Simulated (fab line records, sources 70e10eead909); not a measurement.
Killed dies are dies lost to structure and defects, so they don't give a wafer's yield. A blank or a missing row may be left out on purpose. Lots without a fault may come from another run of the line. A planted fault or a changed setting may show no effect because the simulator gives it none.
fab line records | flow nand_harc
record lots=5 wafers=15 last_day=31
route steps=1302 shown A_CHANNEL_HOLE_D1@450 END@1301
lots that met no fault: from a run of the same line without faults
start_h: hours from the record's first day to the start of the lot's first wafer shown | wait_h: hours since the lot's step before | " the same as in the row above | L1.1+2: a row that stands for several wafers | - no value, or no start given | * or withheld: withheld | < > ~ a bound
route shown NAME@n: a module of which the file shows steps, and the number in the route of the first | usual: mean/standard deviation of fault-free wafers | same: alike in all rows | chamber/n: place in a boat | sites: the reading at each site | _std_site: their standard deviation | _edge_site: outer sites' mean less inner sites' | radius_mm: how far each site lies from the wafer's centre | mask NAME#n: copy n | behind: the tool/chamber that last shaped the wafer | hold: why the lot was held/for how many hours/how that ended | device: the transistor (n, p or np) that didn't switch | end of line: the same wafers' tests at the end of the route | a step without rows: its recipe alone | killed: dies lost to structure and defects at the first sort, not the wafer's yield | map: a wafer's dies, x killed, . not, _ none there
set.NAME: the setting as run; set.NAME@STEP: as run at that earlier step | model.NAME: the simulator's own value behind a step, which no gauge read
lots at some steps of the route; a table a step, a row a wafer
services: from which hour (start_h, from the record's first day; less than 0 if before it) a tool's chamber was out of use, for how many hours, and why
## steps
# step NHARC_A_CHANNEL_HOLE_D1_DEP_00
# recipe target_thk_a=31000 temp_c=400 material=aC
# step NHARC_A_CHANNEL_HOLE_D1_DEP_01
# recipe target_thk_a=1400 target_thk_nm=140 temp_c=400 pressure_torr=3.5 flow_sccm=200 rf_w=350 material=SiON
# step NHARC_A_CHANNEL_HOLE_D1_DEHYDRATE_02
# recipe temp_c=150 time_s=120
# step NHARC_A_CHANNEL_HOLE_D1_HMDS_03
# recipe time_s=30
# step NHARC_A_CHANNEL_HOLE_D1_COAT_36
# recipe temp_c=260 time_s=75
# step NHARC_A_CHANNEL_HOLE_D1_COAT_37
# recipe temp_c=225 time_s=65
# step NHARC_A_CHANNEL_HOLE_D1_COAT_04
# recipe spin_rpm=1500 resist_thk_nm=90
# step NHARC_A_CHANNEL_HOLE_D1_SOFTBAKE_05
# recipe temp_c=105 time_s=55
# step NHARC_A_CHANNEL_HOLE_D1_EBR_06
# step NHARC_A_CHANNEL_HOLE_D1_EXPOSE_07
# recipe na=1.35 target_cd_nm=100 sigma_outer=0.3 dose_mj=59.65 mask_id=HOLE_D1
# usual exposure_dose_mJ_cm2=59.69/0.12
# same na=1.35
# columns lot.wafer tool chamber start_h wait_h mask exposure_dose_mJ_cm2
L268.1 arfi_scanner-01 0 278.28 - HOLE_D1#0 59.77
L268.4 " 0 " " HOLE_D1#0 59.83
L268.5 " 0 " " HOLE_D1#0 59.77
L269.2 arfi_scanner-01 0 288.98 - HOLE_D1#0 43.21
L269.3 " 0 " " HOLE_D1#0 43.19
L269.5 " 0 " " HOLE_D1#0 43.18
L270.3 arfi_scanner-01 0 295.62 - HOLE_D1#0 46.61
L270.4 " 0 " " HOLE_D1#0 46.56
L270.5 " 0 " " HOLE_D1#0 46.59
L272.3 arfi_scanner-01 0 319.76 - HOLE_D1#0 49.15
L272.5 " 0 " " HOLE_D1#0 49.19
L272.6 " 0 " " HOLE_D1#0 49.17
L278.2 arfi_scanner-02 0 379.04 - HOLE_D1#0 59.55
L278.4 " 0 " " HOLE_D1#0 59.65
L278.6 " 0 " " HOLE_D1#0 59.61
# step NHARC_A_CHANNEL_HOLE_D1_PEB_08
# recipe peb_temp_c=100 peb_time_s=65
# step NHARC_A_CHANNEL_HOLE_D1_DEVELOP_09
# recipe develop_time_s=35 dev_temp_c=23
# step NHARC_A_CHANNEL_HOLE_D1_CD_MEAS_10
# recipe target_cd_nm=100 landing_energy_ev=500
# usual cd_nm=100.1/0.53
# columns lot.wafer tool chamber start_h wait_h hold cd_nm
L268.1 cd_sem-01 0 278.42 - - 100.3
L268.4 " 0 " " - 99.8
L268.5 " 0 " " - 100.2
L269.2 cd_sem-03 0 289.11 - await_dispo/0.2h/release 84.5
L269.3 " 0 " " await_dispo/0.2h/release 85.0
L269.5 " 0 " " await_dispo/0.2h/release 85.5
L269.2 cd_sem-03 0 - - - 84.7
L269.3 " 0 " " - 84.6
L269.5 " 0 " " - 85.3
L270.3 cd_sem-01 0 295.76 - await_dispo/0.2h/release 88.2
L270.4 " 0 " " await_dispo/0.2h/release 87.4
L270.5 " 0 " " await_dispo/0.2h/release 88.2
L270.3 cd_sem-01 0 - - - 87.9
L270.4 " 0 " " - 87.5
L270.5 " 0 " " - 87.8
L272.3 cd_sem-01 0 319.90 - await_dispo/0.2h/release 90.3
L272.5 " 0 " " await_dispo/0.2h/release 90.2
L272.6 " 0 " " await_dispo/0.2h/release 90.1
L272.3 cd_sem-01 0 - - - 90.8
L272.5 " 0 " " - 90.0
L272.6 " 0 " " - 90.3
L278.2 cd_sem-01 0 379.18 - - 100.4
L278.4 " 0 " " - 101.0
L278.6 " 0 " " - 101.0
# step NHARC_A_CHANNEL_HOLE_D1_OVL_MEAS_11
# usual overlay_x_nm=-0.1/0.65 overlay_y_nm=0.1/0.83
# columns lot.wafer tool chamber start_h wait_h hold overlay_x_nm overlay_y_nm
L268.1 overlay-02 - 278.51 - - -0.2 0.2
L268.4 " - " " - -0.3 0.0
L268.5 " - " " - -0.2 0.1
L269.2 overlay-02 - 296.08 - await_dispo/6.7h/release 0.8 0.3
L269.3 " - " " await_dispo/6.7h/release 1.1 0.0
L269.5 " - " " await_dispo/6.7h/release 1.2 0.4
L270.3 overlay-01 - 298.69 - await_dispo/2.7h/release 0.1 0.2
L270.4 " - " " await_dispo/2.7h/release 0.0 -0.5
L270.5 " - " " await_dispo/2.7h/release -0.1 0.0
L272.3 overlay-02 - 322.88 - await_dispo/2.7h/release 0.1 0.1
L272.5 " - " " await_dispo/2.7h/release 0.0 -0.1
L272.6 " - " " await_dispo/2.7h/release -1.0 0.2
L278.2 overlay-01 - 379.26 - - 0.2 1.1
L278.4 " - " " - 0.3 0.7
L278.6 " - " " - 0.2 0.9
# step NHARC_A_CHANNEL_HOLE_D1_DESCUM_15
# recipe time_s=3 o2_flow_sccm=200 ar_flow_sccm=0 bias_power_w=0 chemistry=O2
# usual drypump_motor_current_A=5.7/0.45 mfc_ar_sccm=0.010/0.013 o2_flow_sccm=200.1/0.66 oes_product_au=1.000/0.012 rf_vpp_V=57.6/0.97 showerhead_plenum_p_Torr=1.88/0.06 throttle_valve_pct=11.312/0.01
# columns lot.wafer tool chamber start_h wait_h drypump_motor_current_A mfc_ar_sccm o2_flow_sccm oes_product_au rf_hours_counter_h rf_vpp_V showerhead_plenum_p_Torr throttle_valve_pct model.A_CHANNEL_HOLE_D1.cd_nm
L268.1 rie_diel-10 3 278.61 0.1 6.3 0 199.2 0.997 2 58.1 1.85 11.304 100.9
L268.4 " 0 " " 6.0 0.007 200.3 0.997 2 58.2 1.94 11.308 99.55
L268.5 " 0 " " 6.1 0.007 200.0 1.004 - 58.0 1.94 11.309 99.69
L269.2 rie_diel-02 0 296.26 0.1 6.1 0.009 199.3 0.992 23 58.7 1.92 11.321 84.88
L269.3 " 3 " " 5.2 0 200.4 1.009 20 55.4 1.81 11.313 84.64
L269.5 " 0 " " 6.1 0.009 199.5 0.997 - 56.5 1.92 11.325 85.7
L270.3 rie_diel-02 3 298.89 0.2 5.2 0 199.0 0.999 23 56.5 1.81 11.321 87.57
L270.4 " 0 " " 6.1 0.009 200.5 0.986 25 56.9 1.92 11.309 87.73
L270.5 " 3 " " 5.2 0 198.9 1.003 - 56.9 1.81 11.312 88.29
L272.3 rie_diel-10 3 322.99 0.1 6.3 0 200.2 1.001 5 56.8 1.85 11.304 90.42
L272.5 " 2 " " 5.0 0.034 200.0 1.006 - 56.8 1.83 11.310 90
L272.6 " 3 " " 6.3 0 199.8 1.001 - 58.9 1.85 11.295 89.82
L278.2 rie_diel-02 0 379.38 0.1 6.1 0.009 199.4 0.980 54 56.2 1.91 11.319 99.71
L278.4 " 1 " " 6.0 0.028 200.1 1.010 52 56.2 1.94 11.293 101.4
L278.6 " 3 " " 5.2 0 200.7 1.011 - 57.6 1.80 11.316 101.8
# step NHARC_A_CHANNEL_HOLE_D1_ETCH_38
# recipe target_depth_a=390 over_etch_frac=0.3 time_s=65 ion_energy_ev=80 cf4_flow_sccm=150 ar_flow_sccm=0 rf_w=300 bias_w=100 chemistry=CF4
# step NHARC_A_CHANNEL_HOLE_D1_ETCH_39
# recipe target_depth_a=2600 over_etch_frac=0.3 time_s=325 ion_energy_ev=200 n2_flow_sccm=150 h2_flow_sccm=150 ar_flow_sccm=0 rf_w=400 bias_w=150 chemistry=N2/H2
# step NHARC_A_CHANNEL_HOLE_D1_ETCH_34
# recipe target_depth_a=1540 time_s=77 cf4_flow_sccm=100 chf3_flow_sccm=30 ar_flow_sccm=0 rf_w=500 bias_w=200 chemistry=CF4/CHF3
# step NHARC_A_CHANNEL_HOLE_D1_ETCH_16
# recipe target_depth_a=31000 over_etch_frac=0.3 time_s=806 ion_energy_ev=150 o2_flow_sccm=400 cos_flow_sccm=20 ar_flow_sccm=0 rf_w=500 bias_w=300 chemistry=O2/COS
# step NHARC_A_CHANNEL_HOLE_D1_CD_MEAS_18
# usual cd_nm=100/3.2
# columns lot.wafer tool chamber start_h wait_h hold cd_nm
L268.1 cd_sem-02 - 279.71 - - 103
L268.4 " - " " - 102
L268.5 " - " " - 101
L269.2 cd_sem-01 - 297.87 - await_dispo/0.2h/release 85
L269.3 " - " " await_dispo/0.2h/release 89
L269.5 " - " " await_dispo/0.2h/release 80
L269.2 cd_sem-01 - 298.06 0.2 - 85
L269.3 " - " " - 89
L269.5 " - " " - 80
L270.3 cd_sem-02 - 300.55 - await_dispo/0.2h/release 89
L270.4 " - " " await_dispo/0.2h/release 85
L270.5 " - " " await_dispo/0.2h/release 95
L270.3 cd_sem-02 - 300.73 0.2 - 89
L270.4 " - " " - 85
L270.5 " - " " - 95
L272.3 cd_sem-01 - 324.20 - await_dispo/0.2h/release 90
L272.5 " - " " await_dispo/0.2h/release 92
L272.6 " - " " await_dispo/0.2h/release 86
L272.3 cd_sem-01 - 324.38 0.2 - 90
L272.5 " - " " - 92
L272.6 " - " " - 86
L278.2 cd_sem-02 - 380.47 - - 100
L278.4 " - " " - 101
L278.6 " - " " - 102
# step NHARC_A_CHANNEL_HOLE_D1_ETCH_20
# recipe bias_v=3000 source_w=withheld pressure_mtorr=20 time_s=361.9 ar_flow_sccm=375 c4f8_flow_sccm=89.3 o2_flow_sccm=35.7 temp_c=-20 target_depth_a=16000 chemistry=C4F8/O2/Ar
# step NHARC_A_CHANNEL_HOLE_D1_ETCH_21
# recipe bias_v=3000 source_w=withheld pressure_mtorr=20 time_s=514.3 ar_flow_sccm=375 c4f8_flow_sccm=89.3 o2_flow_sccm=35.7 temp_c=-20 target_depth_a=16000 chemistry=C4F8/O2/Ar
# step NHARC_A_CHANNEL_HOLE_D1_ETCH_22
# recipe bias_v=3000 source_w=withheld pressure_mtorr=20 time_s=666.7 ar_flow_sccm=375 c4f8_flow_sccm=89.3 o2_flow_sccm=35.7 temp_c=-20 target_depth_a=16000 chemistry=C4F8/O2/Ar
# step NHARC_A_CHANNEL_HOLE_D1_ETCH_23
# recipe bias_v=5000 source_w=withheld pressure_mtorr=20 time_s=819 ar_flow_sccm=375 c4f8_flow_sccm=89.3 o2_flow_sccm=35.7 temp_c=-20 target_depth_a=16000 chemistry=C4F8/O2/Ar
# step NHARC_A_CHANNEL_HOLE_D1_ETCH_24
# recipe bias_v=5000 source_w=withheld pressure_mtorr=20 time_s=906.2 ar_flow_sccm=375 c4f8_flow_sccm=93.8 o2_flow_sccm=31.2 temp_c=-20 target_depth_a=15000 chemistry=C4F8/O2/Ar
# step NHARC_A_CHANNEL_HOLE_D1_ETCH_25
# recipe bias_v=5000 source_w=withheld pressure_mtorr=20 time_s=1040.2 ar_flow_sccm=375 c4f8_flow_sccm=93.8 o2_flow_sccm=31.2 temp_c=-20 target_depth_a=15000 chemistry=C4F8/O2/Ar
# step NHARC_A_CHANNEL_HOLE_D1_ETCH_26
# recipe bias_v=300 source_w=2000 pressure_mtorr=30 time_s=224.1 ar_flow_sccm=375 c4f8_flow_sccm=11.4 o2_flow_sccm=113.6 temp_c=-20 target_depth_a=3000 chemistry=C4F8/O2/Ar
# step NHARC_A_CHANNEL_HOLE_D1_ETCH_33
# recipe bias_v=400 source_w=2000 pressure_mtorr=25 time_s=90 ar_flow_sccm=375 c4f8_flow_sccm=41.7 o2_flow_sccm=83.3 temp_c=-20 target_depth_a=4000 chemistry=C4F8/O2/Ar
# step NHARC_A_CHANNEL_HOLE_D1_STRIP_41
# recipe n2_flow_sccm=150 h2_flow_sccm=150 ar_flow_sccm=0 bias_w=0 chemistry=N2/H2
# step NHARC_A_CHANNEL_HOLE_D1_STRIP_42
# recipe cf4_flow_sccm=100 chf3_flow_sccm=30 ar_flow_sccm=0 bias_w=0 chemistry=CF4/CHF3
# step NHARC_A_CHANNEL_HOLE_D1_STRIP_43
# recipe o2_flow_sccm=400 cos_flow_sccm=20 ar_flow_sccm=0 bias_w=0 chemistry=O2/COS
# step NHARC_A_CHANNEL_HOLE_D1_ETCH_44
# recipe target_depth_a=1400 overetch_a=140 time_s=77 ion_energy_ev=100 cf4_flow_sccm=80 o2_flow_sccm=20 ar_flow_sccm=0 rf_w=300 bias_w=100 chemistry=CF4/O2
# usual cf4_flow_sccm=80.01/0.26 drypump_motor_current_A=5.7/0.47 mfc_ar_sccm=0.011/0.014 o2_flow_sccm=20.00/0.064 oes_product_au=0.998/0.013 rf_vpp_V=197.2/1.2 showerhead_plenum_p_Torr=1.31/0.036 throttle_valve_pct=13.398/0.0082
# columns lot.wafer tool chamber start_h wait_h cf4_flow_sccm drypump_motor_current_A mfc_ar_sccm o2_flow_sccm oes_product_au rf_hours_counter_h rf_vpp_V showerhead_plenum_p_Torr throttle_valve_pct model.A_CHANNEL_HOLE_D1.cd_nm
L268.4 rie_diel-10 1 284.52 0.1 80.09 5.6 0 20.10 0.983 4 197.0 1.29 13.395 90.47
L268.1 " 3 " " 80.00 6.4 0 19.92 0.990 3 197.0 1.29 13.393 90.46
L268.5 " 1 " " 80.09 5.6 0 20.18 0.977 - 197.4 1.29 13.392 89.63
L270.4 rie_diel-10 3 310.05 0.0 80.23 6.3 0 20.00 0.998 3 196.5 1.29 13.399 79.37
L270.3 " 2 " " 80.20 4.9 0.034 19.85 1.001 5 197.1 1.28 13.413 77.5
L270.5 " 0 " " 80.17 6.0 0.007 20.01 1.000 - 198.2 1.35 13.395 81.54
L269.3 rie_diel-10 2 310.05 0.1 80.10 5.0 0.034 19.92 1.010 4 195.6 1.28 13.382 73.04
L269.2 " 3 " " 79.80 6.3 0 20.02 0.992 3 196.3 1.29 13.394 75.62
L269.5 " 2 " " 79.83 4.9 0.034 19.95 1.007 - 196.6 1.28 13.377 72.6
L272.3 rie_diel-10 0 341.49 0.1 80.06 6.1 0.007 20.03 1.002 6 196.6 1.35 13.407 84.46
L272.5 " 3 " " 79.85 6.3 0 19.97 1.009 - 196.3 1.29 13.398 83.94
L272.6 " 0 " " 79.83 6.0 0.007 20.02 1.007 - 198.2 1.35 13.400 82.54
L278.4 rie_diel-02 1 385.34 0.1 79.69 6.0 0.028 20.06 1.019 54 198.1 1.35 13.399 91.87
L278.2 " 0 " " 80.10 6.1 0.009 20.04 1.002 55 198.3 1.33 13.406 92.24
L278.6 " 1 " " 79.67 6.0 0.028 20.02 1.014 - 196.5 1.35 13.393 91.32
# step NHARC_A_CHANNEL_HOLE_D1_STRIP_27
# recipe o2_flow_sccm=500 ar_flow_sccm=0 bias_w=0 chemistry=O2
# step NHARC_A_CHANNEL_HOLE_D1_PRECLEAN_28
# recipe time_s=* temp_c=50 bath_age_min=0 chemistry=SC1
# step NHARC_A_CHANNEL_HOLE_D1_SRD_29
# step NHARC_A_CHANNEL_HOLE_D1_CD_MEAS_30
# usual cd_nm=90.9/1.8
# columns lot.wafer tool chamber start_h wait_h hold cd_nm
L268.1 cd_sem-01 - 285.31 - - 90.2
L268.4 " - " " - 90.6
L268.5 " - " " - 90.0
L269.2 cd_sem-01 - 310.85 - await_dispo/0.2h/release 76.4
L269.3 " - " " await_dispo/0.2h/release 73.4
L269.5 " - " " await_dispo/0.2h/release 71.3
L269.2 cd_sem-01 - 311.04 0.2 - 76.4
L269.3 " - " " - 73.3
L269.5 " - " " - 71.1
L270.3 cd_sem-03 - 310.87 - await_dispo/0.2h/release 77.5
L270.4 " - " " await_dispo/0.2h/release 79.9
L270.5 " - " " await_dispo/0.2h/release 81.1
L270.3 cd_sem-03 - 311.05 0.2 - 77.8
L270.4 " - " " - 79.9
L270.5 " - " " - 81.1
L272.3 cd_sem-03 - 342.29 - await_dispo/0.2h/release 83.1
L272.5 " - " " await_dispo/0.2h/release 84.3
L272.6 " - " " await_dispo/0.2h/release 82.0
L272.3 cd_sem-03 - 342.47 0.2 - 83.3
L272.5 " - " " - 84.2
L272.6 " - " " - 81.9
L278.2 cd_sem-01 - 386.14 - - 91.5
L278.4 " - " " - 91.9
L278.6 " - " " - 92.3
# step NHARC_A_CHANNEL_HOLE_D1_XSEM_31
# recipe landing_energy_ev=35000
# usual bot_cd_nm=75.6/1.8 bow_nm=8.7/0.35 tilt_deg=0.08/0.033
# columns lot.wafer tool chamber start_h wait_h hold bot_cd_nm bow_nm tilt_deg
L268.1 xsem-02 0 285.40 0.1 - 76.4 8.8 0.05
L268.4 " 0 " " - 76.9 8.8 0.05
L268.5 " 0 " " - 74.7 8.7 0.05
L269.2 xsem-02 0 312.72 1.7 await_dispo/1.6h/release 61.0 8.4 0.07
L269.3 " 0 " " await_dispo/1.6h/release 58.4 8.4 0.07
L269.5 " 0 " " await_dispo/1.6h/release 56.3 8.4 0.07
L270.3 xsem-01 0 313.50 2.4 await_dispo/2.4h/release 62.1 7.9 0.10
L270.4 " 0 " " await_dispo/2.4h/release 63.9 7.9 0.10
L270.5 " 0 " " await_dispo/2.4h/release 65.5 7.9 0.10
L272.3 xsem-02 0 344.77 2.3 await_dispo/2.2h/release 67.2 8.7 0.15
L272.5 " 0 " " await_dispo/2.2h/release 67.8 8.7 0.14
L272.6 " 0 " " await_dispo/2.2h/release 66.1 8.6 0.15
L278.2 xsem-02 0 386.23 0.1 - 76.7 8.8 0.08
L278.4 " 0 " " - 76.5 8.8 0.09
L278.6 " 0 " " - 77.4 8.8 0.08
# step NHARC_END_WLT_00
# usual VT_DECK1_BOTTOM=0.872/0.0092 VT_DECK1_BOTTOM_INNER=0.872/0.0094 VT_DECK1_MEDIAN_NEAR_BOTTOM=0.873/0.0092 VT_DECK1_MEDIAN_NEAR_BOTTOM_INNER=0.873/0.0098 VT_DECK1_MIDDLE=0.884/0.0088 VT_DECK1_MIDDLE_INNER=0.884/0.0084 VT_DECK1_TOP=0.895/0.0088 VT_DECK1_TOP_INNER=0.895/0.0081 VT_DECK2_BOTTOM=0.868/0.0098 VT_DECK2_BOTTOM_INNER=0.868/0.0093 VT_DECK2_MEDIAN_NEAR_BOTTOM=0.869/0.0089 VT_DECK2_MEDIAN_NEAR_BOTTOM_INNER=0.869/0.0098 VT_DECK2_MIDDLE=0.882/0.0083 VT_DECK2_MIDDLE_INNER=0.882/0.009 VT_DECK2_TOP=0.893/0.0086 VT_DECK2_TOP_INNER=0.893/0.0091
# columns lot.wafer tool chamber start_h wait_h VT_DECK1_BOTTOM VT_DECK1_BOTTOM_INNER VT_DECK1_MEDIAN_NEAR_BOTTOM VT_DECK1_MEDIAN_NEAR_BOTTOM_INNER VT_DECK1_MIDDLE VT_DECK1_MIDDLE_INNER VT_DECK1_TOP VT_DECK1_TOP_INNER VT_DECK2_BOTTOM VT_DECK2_BOTTOM_INNER VT_DECK2_MEDIAN_NEAR_BOTTOM VT_DECK2_MEDIAN_NEAR_BOTTOM_INNER VT_DECK2_MIDDLE VT_DECK2_MIDDLE_INNER VT_DECK2_TOP VT_DECK2_TOP_INNER
L268.1 prober-01 - 654.90 0.0 0.881 0.875 0.877 0.872 0.889 0.888 0.893 0.900 0.862 0.873 0.872 0.870 0.886 0.884 0.899 0.892
L268.4 " - 656.40 1.5 0.876 0.880 0.875 0.881 0.883 0.892 0.900 0.903 0.876 0.874 0.879 0.883 0.885 0.885 0.895 0.902
L268.5 " - " " 0.871 0.872 0.871 0.862 0.892 0.890 0.905 0.905 0.872 0.877 0.882 0.882 0.890 0.893 0.895 0.898
L269.2 prober-02 - 674.43 0.6 0.819 0.815 0.815 0.819 0.837 0.839 0.850 0.850 0.865 0.862 0.868 0.855 0.873 0.875 0.899 0.890
L269.3 " - " " 0.804 0.797 0.802 0.802 0.829 0.826 0.846 0.846 0.851 0.854 0.858 0.856 0.882 0.882 0.891 0.887
L269.5 " - 675.93 2.1 0.795 0.799 0.797 0.789 0.828 0.831 0.852 0.849 0.875 0.873 0.873 0.875 0.885 0.895 0.892 0.895
L272.3 prober-01 - 681.55 1.1 0.842 0.840 0.844 0.843 0.849 0.841 0.851 0.865 0.862 0.870 0.861 0.867 0.879 0.885 0.884 0.886
L272.5 " - 682.57 2.1 0.840 0.846 0.844 0.838 0.850 0.852 0.850 0.858 0.867 0.864 0.878 0.875 0.879 0.885 0.888 0.888
L272.6 " - " " 0.832 0.831 0.832 0.832 0.841 0.852 0.856 0.860 0.852 0.857 0.854 0.858 0.874 0.869 0.886 0.887
L270.3 prober-02 - 682.77 2.3 0.825 0.821 0.827 0.816 0.846 0.843 0.855 0.859 0.886 0.890 0.891 0.893 0.890 0.897 0.905 0.915
L270.4 " - " " 0.835 0.828 0.832 0.831 0.840 0.844 0.862 0.860 0.879 0.885 0.885 0.891 0.899 0.902 0.909 0.915
L270.5 " - " " 0.832 0.838 0.838 0.845 0.841 0.846 0.861 0.863 0.878 0.879 0.881 0.887 0.894 0.900 0.909 0.905
L278.2 prober-01 - 743.68 0.6 0.882 0.879 0.879 0.883 0.896 0.895 0.907 0.898 0.867 0.862 0.870 0.874 0.889 0.889 0.893 0.902
L278.4 " - " " 0.881 0.885 0.875 0.886 0.893 0.896 0.911 0.913 0.869 0.869 0.874 0.869 0.892 0.889 0.903 0.908
L278.6 " - " " 0.879 0.879 0.878 0.883 0.898 0.897 0.901 0.897 0.864 0.858 0.867 0.869 0.882 0.882 0.898 0.902
# step NHARC_END_SORT_01
# recipe temp_c=25
# usual killed_at_array=52/18 killed_at_other=1.0/1.4 killed_at_periphery=3.1/2.3 killed_dies=56/17 killed_open=3.0/1.7 killed_short=2.5/1.7
# same gross_dies=677
# columns lot.wafer tool chamber start_h wait_h killed_at_array killed_at_other killed_at_periphery killed_dies killed_open killed_short
L269.2 prober-02 0 677.74 2.8 159 3 7 169 6 4
L269.3 prober-02 0 678.54 3.1 25 3 4 32 5 0
L269.5 prober-02 0 680.16 3.7 200 3 5 208 6 3
L272.3 prober-01 0 685.19 3.1 63 0 3 66 1 0
L272.5 prober-01 0 686.79 3.7 70 0 1 71 4 1
L272.6 prober-01 0 687.59 4.0 71 4 3 78 2 3
L270.3 prober-02 0 686.36 3.1 52 1 1 54 1 1
L270.4 prober-02 0 687.15 3.4 102 1 1 104 4 6
L270.5 prober-02 0 687.95 3.7 31 3 1 35 3 3
# killed by level:class
L269.2 A_CHANNEL_HOLE_D1:area_expose=133 A_CHANNEL_HOLE_D1:chamber_film_flake=7 P_GATE:chamber_film_flake=3 THIN_TSV:chamber_film_flake=3 P_CONTACT:chamber_film_flake=2 A_CHANNEL_FILL_D2:chamber_film_flake=2 A_STAIRCASE:chamber_film_flake=2 A_SLIT:chamber_film_flake=2
L269.3 A_CHANNEL_HOLE_D1:area_expose=8 A_CHANNEL_HOLE_D1:chamber_film_flake=5 THIN_TSV:chamber_film_flake=3 A_WL_FILL:chamber_film_flake=2 A_CONTACT:chamber_film_flake=2 P_GATE:geometric_particle:open=1 A_CHANNEL_FILL_D1:geometric_particle:open=1 A_ONON_D2:geometric_particle:open=1
L269.5 A_CHANNEL_HOLE_D1:area_expose=178 A_CONTACT:chamber_film_flake=4 A_CHANNEL_HOLE_D1:chamber_film_flake=3 A_SLIT:chamber_film_flake=3 THIN_TSV:chamber_film_flake=3 A_SOURCE_PLATE:geometric_particle:open=2 P_GATE:chamber_film_flake=2 A_CHANNEL_FILL_D2:chamber_film_flake=2
L272.3 A_CHANNEL_HOLE_D1:chamber_film_flake=19 A_CHANNEL_HOLE_D2:chamber_film_flake=17 A_CHANNEL_HOLE_D1:area_expose=11 A_CONTACT:chamber_film_flake=7 A_STAIRCASE:chamber_film_flake=4 P_M0:geometric_particle:open=1 P_GATE:chamber_film_flake=1 P_M2:chamber_film_flake=1
L270.3 A_CHANNEL_HOLE_D1:area_expose=19 A_CHANNEL_HOLE_D2:chamber_film_flake=17 A_CHANNEL_HOLE_D1:chamber_film_flake=4 A_CONTACT:chamber_film_flake=4 A_STAIRCASE:chamber_film_flake=2 A_WL_FILL:chamber_film_flake=2 A_CHANNEL_FILL_D1:geometric_particle:open=1 A_CHANNEL_FILL_D2:geometric_particle:short=1
L272.5 A_CHANNEL_HOLE_D1:chamber_film_flake=29 A_CHANNEL_HOLE_D2:chamber_film_flake=15 A_STAIRCASE:chamber_film_flake=9 A_CONTACT:chamber_film_flake=5 A_SLIT:chamber_film_flake=3 A_CHANNEL_HOLE_D1:area_expose=2 A_ONON_D1:geometric_particle:open=1 A_CHANNEL_FILL_D1:geometric_particle:short=1
L270.4 A_CHANNEL_HOLE_D1:area_expose=58 A_CHANNEL_HOLE_D2:chamber_film_flake=16 A_CHANNEL_HOLE_D1:chamber_film_flake=5 A_CHANNEL_FILL_D1:geometric_particle:open=3 A_CHANNEL_FILL_D1:geometric_particle:short=3 A_CONTACT:chamber_film_flake=3 A_SLIT:chamber_film_flake=3 A_WL_FILL:chamber_film_flake=3
L272.6 A_CHANNEL_HOLE_D1:chamber_film_flake=25 A_CHANNEL_HOLE_D2:chamber_film_flake=15 A_CHANNEL_HOLE_D1:area_expose=11 A_STAIRCASE:chamber_film_flake=6 THIN_TSV:chamber_film_flake=4 A_SLIT:chamber_film_flake=3 A_CONTACT:chamber_film_flake=3 A_WL_FILL:geometric_particle:short=2
L270.5 A_CHANNEL_HOLE_D2:chamber_film_flake=15 A_CHANNEL_HOLE_D1:chamber_film_flake=5 THIN_TSV:chamber_film_flake=3 A_CHANNEL_FILL_D1:geometric_particle:open=2 A_SLIT:chamber_film_flake=2 A_WL_FILL:chamber_film_flake=2 A_DECK1_JOINT:geometric_particle:short=1 A_SGD_CUT:geometric_particle:short=1
## services
# columns tool chamber start_h hours kind
rie_diel-02 2 270.03 1.9 repair
rie_diel-10 0 276.00 - clean
rie_diel-10 1 276.00 - clean
rie_diel-10 2 276.00 - clean
rie_diel-10 3 276.00 - clean
arfi_scanner-02 - 287.15 0.8 repair
rie_diel-10 0 300.50 - clean
rie_diel-10 1 300.50 - clean
rie_diel-10 2 300.50 - clean
rie_diel-10 3 300.50 - clean
arfi_scanner-02 - 310.85 21.4 repair
rie_diel-10 0 325.00 - clean
rie_diel-10 1 325.00 - clean
rie_diel-10 2 325.00 - clean
rie_diel-10 3 325.00 - clean
rie_diel-10 0 349.50 - clean
rie_diel-10 1 349.50 - clean
rie_diel-10 2 349.50 - clean
rie_diel-10 3 349.50 - clean
rie_diel-02 1 352.67 2.9 repair
rie_diel-10 0 366.22 3.1 repair
xsem-01 - 374.00 14.0 pm
rie_diel-10 3 380.62 2.5 repair
arfi_scanner-01 - 382.11 0.3 repair
## key
first_sign step=NHARC_A_CHANNEL_HOLE_D1_EXPOSE_07 reading=exposure_dose_mJ_cm2 direction=down sigmas=99+ usual=59.69 struck=46.32
effect step=NHARC_A_CHANNEL_HOLE_D1_CD_MEAS_10 reading=visit direction=added through=control_loop
effect step=NHARC_A_CHANNEL_HOLE_D1_CD_MEAS_10 reading=cd_nm direction=down sigmas=23 usual=100.1 struck=87.7 through=control_loop
effect step=NHARC_A_CHANNEL_HOLE_D1_CD_MEAS_18 reading=visit direction=added through=control_loop
effect step=NHARC_A_CHANNEL_HOLE_D1_CD_MEAS_30 reading=cd_nm direction=down sigmas=6.6 usual=90.9 struck=78.8 through=control_loop
effect step=NHARC_A_CHANNEL_HOLE_D1_XSEM_31 reading=bot_cd_nm direction=down sigmas=6.9 usual=75.6 struck=63.1 through=control_loop
effect step=NHARC_END_WLT_00 reading=VT_DECK1_BOTTOM direction=down sigmas=5.2 usual=0.872 struck=0.825
effect step=NHARC_END_SORT_01 reading=killed_dies direction=up sigmas=2 usual=56 struck=91 wafers_moved=3
model_effect step=NHARC_A_CHANNEL_HOLE_D1_DESCUM_15 value=A_CHANNEL_HOLE_D1.cd_nm without=100.1 struck=87.67
model_effect step=NHARC_A_CHANNEL_HOLE_D1_ETCH_44 value=A_CHANNEL_HOLE_D1.cd_nm without=91.37 struck=78.96
more_kills_born_at NHARC_A_CHANNEL_HOLE_D1_EXPOSE_07@arfi_scanner-01=420
met_at NHARC_A_CHANNEL_HOLE_D1_EXPOSE_07
struck_wafers L269.2,L269.3,L269.5,L270.3,L270.4,L270.5,L272.3,L272.5,L272.6
tester_left_out L269,L270,L272
loop_trim step=NHARC_A_CHANNEL_HOLE_D1_EXPOSE_07 setting=dose lots=L270,L272
onset_between 278.28 288.98
fault kind=process_parameter_drift tool=arfi_scanner-01 chamber=- onset_h=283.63 steps=NHARC_A_CHANNEL_HOLE_D1_EXPOSE_07 channel=dose_mj offset=-16.555 shape=step acts_in=these_recipes_only stated=59.65
# tester_left_out: of these lots the tester's yield and bins aren't shown, on N5 and GAA mostly nor the transistor test; their killed dies are dies lost to structure and defects alone, not to doping, threshold or leakage, so they don't give the yield
# loop_trim: a control loop set the setting to another value than it would have without faults
